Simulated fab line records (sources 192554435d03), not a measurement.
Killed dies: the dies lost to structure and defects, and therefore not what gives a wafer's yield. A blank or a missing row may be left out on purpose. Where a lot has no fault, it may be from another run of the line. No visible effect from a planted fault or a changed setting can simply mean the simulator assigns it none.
fab line records | flow n5-finfet
record lots=8 wafers=24 last-day=17
route steps=1938 shown BEOL_M2@860 BEOL_M4@1111
lots with no fault: from the same line, run without faults
start-h: hours from the record's first day to the start of the lot's first wafer shown | wait-h: how many hours have passed since the lot's step before this one | " repeats the value in the row above | L1.1+2: a row that stands for several wafers | - no value, or no start was given | * or withheld: withheld | < > ~ a bound
route shown NAME@n: NAME is a module with steps in the file, n the number in the route of the first one | usual: mean/standard deviation taken from wafers without a fault | same: alike in all rows | chamber/n: place in a boat | sites: the reading at each site | _std_site: the standard deviation of these | _edge_site: inner sites' mean taken away from outer sites' mean | radius-mm: how far each site lies from the wafer's centre | mask NAME#n: copy n | behind: the most recent tool/chamber to have shaped the wafer | hold: what put the lot on hold/how long, in hours/how the hold closed | device: the n, p or np transistor that did not switch | end of line: tests of these same wafers at the route's end | a step given without rows: its recipe and nothing more | killed: the dies lost at the first sort to structure and to defects; this is not the yield of the wafer | map: the dies of a wafer, with x for killed, . for not killed, _ for no die there
set.NAME: setting as actually run; set.NAME@STEP: the setting as run at that earlier step | model.NAME: the simulator's own value behind a step, which no gauge read
a sample of lots followed through the steps of the route, with each step as a table and each wafer as a row
services: a tool's chamber out of use, with start hour (start-h, from the record's first day; less than 0 if before it), hours out, and reason
## steps
# step N5_BEOL_M2_ETCH_64
# recipe chemistry=N2/H2 target=SOC target-depth-a=750 overetch-a=225 mask-material=SiARC temp-c=40 time-s=121.9 ion-energy-ev=200 pressure-mtorr=30 source-w=840 bias-w=150 n2-flow-sccm=200 h2-flow-sccm=200
# usual drypump-motor-current-A=6.0/0.45 n2-flow-sccm=200.1/0.65 oes-product-au=0.58/0.063 rf-fwd-power-W=836.3/2.5 rf-vpp-V=523.7/2.2 showerhead-plenum-p-Torr=2.54/0.072 throttle-valve-pct=17.80/0.3
# columns lot.wafer tool chamber start-h wait-h drypump-motor-current-A n2-flow-sccm oes-product-au rf-fwd-power-W rf-hours-counter-h rf-vpp-V showerhead-plenum-p-Torr throttle-valve-pct
L308.1 rie-diel-03 0 145.79 0.0 5.4 200.0 0.57 839.9 175 523.2 2.52 17.78
L308.2 " 2 " " 6.0 199.7 0.55 840.4 208 524.0 2.62 18.39
L308.3 " 1 " " 6.6 199.9 0.66 836.8 45 522.7 2.49 17.49
L315.1 rie-diel-04 3 180.52 0.0 6.1 200.5 0.60 834.9 120 521.3 2.45 17.64
L315.2 " 0 " " 6.6 201.1 0.54 835.8 204 527.2 2.62 17.58
L315.6 " 1 " " 6.1 200.2 0.53 834.4 - 526.5 2.62 17.62
L316.2 rie-diel-03 0 185.63 0.0 5.3 200.4 0.54 838.3 192 523.9 2.51 17.80
L316.4 " 2 " " 6.0 200.0 0.55 834.7 226 526.6 2.61 18.42
L316.6 " 1 " " 6.6 199.4 0.64 830.7 - 523.0 2.48 17.51
L325.2 rie-diel-04 3 239.71 0.0 6.1 201.0 0.58 840.2 143 520.5 2.44 17.68
L325.4 " 3 " " 6.1 200.4 0.59 837.4 - 520.9 2.44 17.67
L325.6 " 2 " " 6.4 199.7 0.52 841.4 - 523.2 2.51 18.17
L326.1 rie-diel-03 0 247.71 0.0 5.4 199.8 0.53 834.7 215 521.8 2.50 17.86
L326.4 " 3 " " 5.5 200.7 0.64 837.6 - 521.6 2.49 17.82
L326.6 " 2 " " 5.9 200.4 0.54 835.7 - 524.9 2.61 18.45
L330.1 rie-diel-05 0 275.55 0.0 5.9 199.8 0.73 833.5 4 529.5 2.73 17.39
L330.2 " 2 " " 5.9 199.6 0.70 836.9 21 528.6 2.72 17.75
L330.3 " 1 " " 5.0 200.0 0.52 837.7 230 523.1 2.51 17.76
L328.3 rie-diel-04 0 275.59 0.0 6.6 199.4 0.52 833.8 240 526.7 2.61 17.65
L328.5 " 3 " " 6.1 199.9 0.58 836.2 - 521.5 2.44 17.68
L328.6 " 1 " " 6.1 201.2 0.73 835.0 - 526.0 2.61 17.29
L329.1 rie-diel-04 1 276.38 0.0 6.1 199.5 0.72 834.5 4 525.5 2.61 17.28
L329.4 " 1 " " 6.1 200.2 0.72 834.2 - 525.3 2.61 17.28
L329.6 " 0 " " 6.6 200.9 0.51 835.5 - 526.6 2.61 17.65
# step N5_BEOL_M2_ETCH_77
# recipe chemistry=N2/H2 target=underlayer target-depth-a=65 mask-material=CAR-EUV time-s=5.2 ion-energy-ev=200 pressure-mtorr=30 source-w=840 bias-w=150 n2-flow-sccm=200 h2-flow-sccm=200 ends=cleared
# usual drypump-motor-current-A=6.0/0.41 etch-rf-on-time-s=5.24/0.11 n2-flow-sccm=199.9/0.55 oes-product-au=0.63/0.068 rf-fwd-power-W=819.6/2.7 rf-vpp-V=523.5/2.5 showerhead-plenum-p-Torr=2.53/0.08 throttle-valve-pct=17.79/0.25
# columns lot.wafer tool chamber start-h wait-h drypump-motor-current-A etch-rf-on-time-s n2-flow-sccm oes-product-au rf-fwd-power-W rf-hours-counter-h rf-vpp-V showerhead-plenum-p-Torr throttle-valve-pct
L308.1 rie-diel-05 1 146.78 0.0 5.0 5.33 200.0 0.62 819.7 182 521.2 2.53 17.70
L308.2 " 2 " " 6.0 5.26 200.4 0.59 827.4 232 521.4 2.41 18.12
L308.3 " 0 " " 5.9 5.35 200.6 0.58 818.0 227 518.2 2.42 17.81
L315.1 rie-diel-04 2 181.50 0.0 6.4 5.27 199.6 0.60 821.6 215 524.5 2.52 18.20
L315.2 " 3 " " 6.1 5.19 199.7 0.68 813.9 121 523.7 2.45 17.66
L315.6 " 1 " " 6.1 5.16 200.7 0.59 825.0 - 522.4 2.62 17.70
L316.2 rie-diel-03 3 186.88 0.0 5.5 5.11 199.3 0.75 820.9 45 522.1 2.49 17.83
L316.4 " 2 " " 6.0 5.27 199.6 0.61 820.7 226 525.7 2.61 18.43
L316.6 " 0 " " 5.4 5.27 199.6 0.62 819.4 - 524.2 2.51 17.83
L325.2 rie-diel-03 1 240.54 0.0 6.6 4.99 199.2 0.72 819.7 82 521.9 2.47 17.58
L325.4 " 2 " " 6.0 5.24 199.8 0.59 817.9 247 526.7 2.61 18.48
L325.6 " 3 " " 5.5 5.08 200.1 0.73 816.7 - 522.9 2.49 17.87
L326.1 rie-diel-04 0 248.67 0.0 6.6 5.38 199.5 0.57 819.4 229 525.3 2.61 17.67
L326.4 " 3 " " 6.1 5.21 200.5 0.65 817.9 - 519.5 2.44 17.69
L326.6 " 2 " " 6.4 5.21 200.1 0.58 821.2 - 520.5 2.51 18.25
L330.1 rie-diel-04 1 276.57 0.0 6.1 5.02 199.8 0.82 820.7 4 525.5 2.60 17.32
L330.2 " 3 " " 6.1 5.20 200.5 0.65 817.3 154 523.6 2.44 17.72
L330.3 " 0 " " 6.6 5.42 199.3 0.55 822.0 241 523.1 2.61 17.70
L328.3 rie-diel-04 3 276.76 0.0 6.1 5.31 199.4 0.64 821.5 155 522.2 2.44 17.74
L328.5 " 1 " " 6.1 5.14 200.0 0.82 822.2 - 524.1 2.61 17.37
L328.6 " 0 " " 6.6 5.44 199.7 0.57 818.5 - 526.4 2.61 17.70
L329.1 rie-diel-04 0 278.54 0.0 6.6 5.37 200.2 0.56 817.4 242 525.6 2.61 17.67
L329.4 " 0 " " 6.6 5.39 200.7 0.57 820.9 - 525.1 2.61 17.70
L329.6 " 1 " " 6.1 5.08 200.4 0.82 815.0 - 525.3 2.61 17.32
# step N5_BEOL_M2_TRENCH_ETCH_37
# recipe chemistry=C4F6/O2 target-depth-a=555.55 target=SiOC time-s=29.2 ion-energy-ev=250 pressure-mtorr=30 source-w=355 bias-w=185 Ar_flow_sccm=300 C4F6_flow_sccm=10 O2_flow_sccm=10
# usual drypump-motor-current-A=5.9/0.47 mfc-ar-sccm=300.0/0.85 oes-product-au=0.77/0.098 rf-fwd-power-W=349.2/1.6 rf-vpp-V=661/11 showerhead-plenum-p-Torr=2.84/0.08 throttle-valve-pct=20.81/0.27
# columns lot.wafer tool chamber start-h wait-h drypump-motor-current-A mfc-ar-sccm oes-product-au rf-fwd-power-W rf-hours-counter-h rf-vpp-V showerhead-plenum-p-Torr throttle-valve-pct
L308.1 rie-diel-03 3 148.68 - 5.5 297.9 0.92 349.8 28 672 2.81 20.91
L308.2 " 1 " " 6.6 299.2 0.89 349.5 46 656 2.79 20.55
L308.3 " 2 " " 6.0 300.3 0.71 351.1 209 667 2.94 21.38
L315.1 rie-diel-03 0 188.14 - 5.4 299.7 0.69 286.3 193 733 2.84 20.92
L315.2 " 1 " " 6.6 299.8 0.82 282.9 63 727 2.78 20.55
L315.6 " 3 " " 5.5 298.1 0.85 286.4 - 743 2.80 20.94
L316.2 rie-diel-03 3 190.85 - 5.5 299.3 0.85 285.0 47 743 2.80 20.91
L316.4 " 2 " " 6.0 299.6 0.67 286.1 228 740 2.93 21.40
L316.6 " 3 " " 5.5 300.4 0.85 286.6 - 743 2.80 20.92
L325.2 rie-diel-05 2 246.54 - 6.0 300.3 0.97 348.2 10 666 3.02 20.64
L325.4 " 1 " " 5.0 298.5 0.69 349.2 - 645 2.81 20.65
L325.6 " 3 " " 6.2 299.7 0.67 348.1 - 643 2.91 20.68
L326.1 rie-diel-03 3 260.58 - 5.5 300.1 0.85 349.4 71 671 2.79 20.98
L326.4 " 1 " " 6.6 299.0 0.84 347.2 - 656 2.77 20.60
L326.6 " 3 " " 5.5 300.3 0.85 350.0 - 669 2.79 20.97
L330.1 rie-diel-04 3 278.14 - 6.1 299.9 0.76 347.4 155 682 2.74 20.70
L330.2 " 1 " " 6.1 299.8 0.96 349.1 5 662 2.90 20.33
L330.3 " 0 " " 6.6 300.5 0.67 350.7 242 675 2.92 20.66
L328.3 rie-diel-05 0 282.08 - 5.9 298.4 0.96 352.4 6 655 3.01 20.28
L328.5 " 1 " " 5.0 300.4 0.68 347.4 - 646 2.81 20.69
L328.6 " 0 " " 5.9 298.6 0.96 351.8 - 654 3.01 20.29
L329.1 rie-diel-03 1 282.90 - 6.5 300.9 0.83 347.4 94 657 2.77 20.60
L329.4 " 2 " " 6.0 300.3 0.99 348.4 5 667 2.92 21.13
L329.6 " 0 " " 5.4 301.0 0.70 347.7 - 660 2.82 20.99
# step N5_BEOL_M2_OCD_MEAS_38
# usual trench-depth-nm=55.5/1.3
# columns lot.wafer tool chamber start-h wait-h trench-depth-nm
L308.1 ocd-01 - 148.84 - 57.2
L308.2 " - " " 57.5
L308.3 " - " " 54.7
L315.1 ocd-01 - 188.29 - 52.1
L315.2 " - " " 52.6
L315.6 " - " " 53.2
L316.2 ocd-01 - 191.01 - 52.3
L316.4 " - " " 50.5
L316.6 " - " " 53.2
L325.2 ocd-02 - 246.70 - 56.5
L325.4 " - " " 53.9
L325.6 " - " " 53.4
L326.1 ocd-01 - 260.73 - 56.2
L326.4 " - " " 56.8
L326.6 " - " " 56.8
L330.1 ocd-01 - 278.29 - 55.6
L330.2 " - " " 56.2
L330.3 " - " " 53.1
L328.3 ocd-02 - 282.23 - 56.6
L328.5 " - " " 53.9
L328.6 " - " " 57.3
L329.1 ocd-01 - 283.05 - 57.1
L329.4 " - " " 57.0
L329.6 " - " " 55.1
# step N5_BEOL_M2_ALD_84
# recipe material=TaN target-thk-a=* temp-c=275 ald-precursor-family=PDMAT ald-co-reactant=NH3 pressure-torr=3 carrier-flow-sccm=1500 pulse-time-s=2 purge-time-s=3 co-reactant-purge-time-s=2 co-reactant-pulse-time-s=3 ald-cycles=30 precursor-vessel-temp-c=75 precursor-vessel-pressure-torr=26.25 precursor-vessel-carrier-sccm=1000
# usual heater-power-w=407/36 precursor-vessel-temp-c=75.01/0.13
# same ald-cycles=30 co-reactant-pulse-time-s=3 co-reactant-purge-time-s=2
# columns lot.wafer tool chamber start-h wait-h heater-power-w precursor-vessel-temp-c
L308.1 ald-metal-04 1 149.54 0.1 422 74.76
L308.2 " 3 " " 394 74.77
L308.3 " 2 " " 354 74.96
L315.1 ald-metal-04 2 188.93 0.0 344 75.13
L315.2 " 0 " " 440 74.99
L315.6 " 2 " " 352 75.02
L316.2 ald-metal-03 0 191.59 0.0 396 75.09
L316.4 " 0 " " 391 74.95
L316.6 " 2 " " 421 75.09
L325.2 ald-metal-04 0 247.09 0.0 449 74.77
L325.4 " 3 " " 384 74.99
L325.6 " 0 " " 434 74.88
L326.1 ald-metal-04 2 261.09 0.0 347 74.90
L326.4 " 3 " " 370 75.13
L326.6 " 1 " " 411 75.13
L330.1 ald-metal-01 3 278.81 0.1 392 74.95
L330.2 " 1 " " 494 75.11
L330.3 " 2 " " 387 75.05
L328.3 ald-metal-04 2 282.96 0.1 347 74.61
L328.5 " 2 " " 351 74.82
L328.6 " 1 " " 416 75.02
L329.1 ald-metal-04 3 283.62 0.0 382 74.88
L329.4 " 1 " " 406 75.07
L329.6 " 2 " " 342 74.92
# step N5_BEOL_M4_RC_MEAS_101
# usual DIBL_N=36.6/1.7 DIBL_P=36.7/2 IOFF_N=0.16/0.033 IOFF_P=0.22/0.04 ION_N=673/12 ION_P=463/7.9 SS_N=71.7/0.58 SS_P=73.3/0.64 VT_N=249/3.3 VT_P=-249/3.1
# columns lot.wafer tool chamber start-h wait-h DIBL_N[mV/V] DIBL_P[mV/V] IOFF_N[nA/um] IOFF_P[nA/um] ION_N[uA/um] ION_P[uA/um] SS_N[mV/dec] SS_P[mV/dec] VT_N[mV] VT_P[mV]
L308.1 prober-02 0 171.04 0.0 39.0 40.0 0.23 0.25 693 466 72.3 74.5 244 -248
L308.2 " 0 " " 37.3 39.0 0.19 0.22 677 451 72.1 74.1 246 -251
L308.3 " 0 " " 38.0 39.8 0.19 0.24 676 458 71.5 74.3 248 -249
L315.1 prober-02 0 212.06 0.0 37.1 36.4 0.16 0.18 672 451 71.4 73.4 251 -255
L315.2 " 0 " " 38.8 38.9 0.21 0.21 690 458 71.8 74.2 243 -251
L315.6 " 0 " " 38.6 37.4 0.19 0.19 672 454 72.3 73.7 247 -252
L316.2 prober-01 0 213.94 0.2 35.5 37.7 0.17 0.23 672 464 71.2 73.7 247 -251
L316.4 " 0 " " 36.9 39.4 0.21 0.26 680 467 71.8 74.4 240 -249
L316.6 " 0 " " 35.2 37.0 0.16 0.21 663 460 72.0 73.6 249 -250
L325.2 prober-02 0 282.33 0.2 34.3 35.1 0.12 0.18 663 460 70.5 72.7 253 -251
L325.4 " 0 " " 34.9 35.1 0.13 0.18 658 455 70.7 72.0 251 -254
L325.6 " 0 " " 35.1 35.3 0.13 0.19 661 461 71.6 73.0 254 -252
L326.1 prober-01 0 296.84 0.0 37.4 37.5 0.17 0.25 671 462 71.8 73.2 251 -248
L326.4 " 0 " " 34.4 34.5 0.12 0.20 677 468 71.2 72.4 253 -249
L326.6 " 0 " " 35.0 34.6 0.13 0.21 672 463 71.5 72.7 251 -251
L330.1 prober-01 0 308.11 0.0 35.2 34.2 0.14 0.21 664 461 71.9 72.5 250 -246
L330.2 " 0 " " 35.2 34.8 0.14 0.22 677 471 72.0 72.5 251 -248
L330.3 " 0 " " 35.2 34.8 0.14 0.22 667 464 71.6 72.4 250 -246
L328.3 prober-02 0 311.96 0.3 38.8 39.4 0.23 0.33 705 492 72.3 74.1 243 -241
L328.5 " 0 " " 39.8 39.9 0.24 0.33 710 487 71.7 73.6 243 -240
L328.6 " 0 " " 38.0 37.9 0.19 0.29 676 473 71.3 73.4 247 -245
L329.1 prober-02 0 313.96 0.0 36.0 37.2 0.16 0.20 664 458 71.9 73.5 247 -250
L329.4 " 0 " " 36.1 37.1 0.16 0.21 664 455 71.8 73.3 251 -250
L329.6 " 0 " " 35.2 37.1 0.15 0.21 675 465 71.7 73.1 250 -249
## services
# columns tool chamber start-h hours kind
rie-diel-04 0 137.60 42.6 repair
ald-metal-04 0 144.49 25.5 repair
rie-diel-05 - 172.74 15.6 pm
ald-metal-01 0 194.29 26.0 repair
rie-diel-05 2 209.68 - clean
rie-diel-05 2 209.68 - consumable-replace:focus-ring
rie-diel-04 - 223.43 2.3 repair
rie-diel-04 1 231.41 - clean
rie-diel-04 1 231.41 - consumable-replace:focus-ring
rie-diel-04 1 231.41 34.0 scheduled-down
rie-diel-04 1 231.41 34.0 vent-cycle
rie-diel-03 1 242.80 8.4 repair
ald-metal-03 - 244.53 2.8 pm
ald-metal-01 1 248.51 5.8 repair
rie-diel-03 2 252.65 - clean
rie-diel-03 2 252.65 - consumable-replace:focus-ring
rie-diel-03 2 252.65 16.5 scheduled-down
rie-diel-03 2 252.65 16.5 vent-cycle
rie-diel-04 3 254.77 12.9 repair
rie-diel-04 2 268.27 - clean
rie-diel-04 2 268.27 - consumable-replace:focus-ring
rie-diel-04 2 268.27 18.8 scheduled-down
rie-diel-04 2 268.27 18.8 vent-cycle
ald-metal-01 1 273.46 1.7 repair
## key
first-sign step=N5_BEOL_M2_TRENCH_ETCH_37 reading=rf-fwd-power-W direction=down sigmas=41 usual=* struck=*
effect step=N5_BEOL_M2_TRENCH_ETCH_37 reading=rf-vpp-V direction=up sigmas=7 usual=661 struck=738
effect step=N5_BEOL_M2_OCD_MEAS_38 reading=trench-depth-nm direction=down sigmas=2.5 usual=55.5 struck=52.3
met-at N5_BEOL_M2_TRENCH_ETCH_37
struck-lots L315,L316
not-acting-at N5_BEOL_M2_ETCH_64,N5_BEOL_M2_ETCH_77,N5_BEOL_M2_ALD_84
onset-between 148.68 188.14
fault kind=process-parameter-drift tool=rie-diel-03 chamber=- onset-h=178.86 steps=N5_BEOL_M2_TRENCH_ETCH_37 channel=source-w offset=-63.9 shape=step end-h=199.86 acts-in=these-recipes-only stated=355
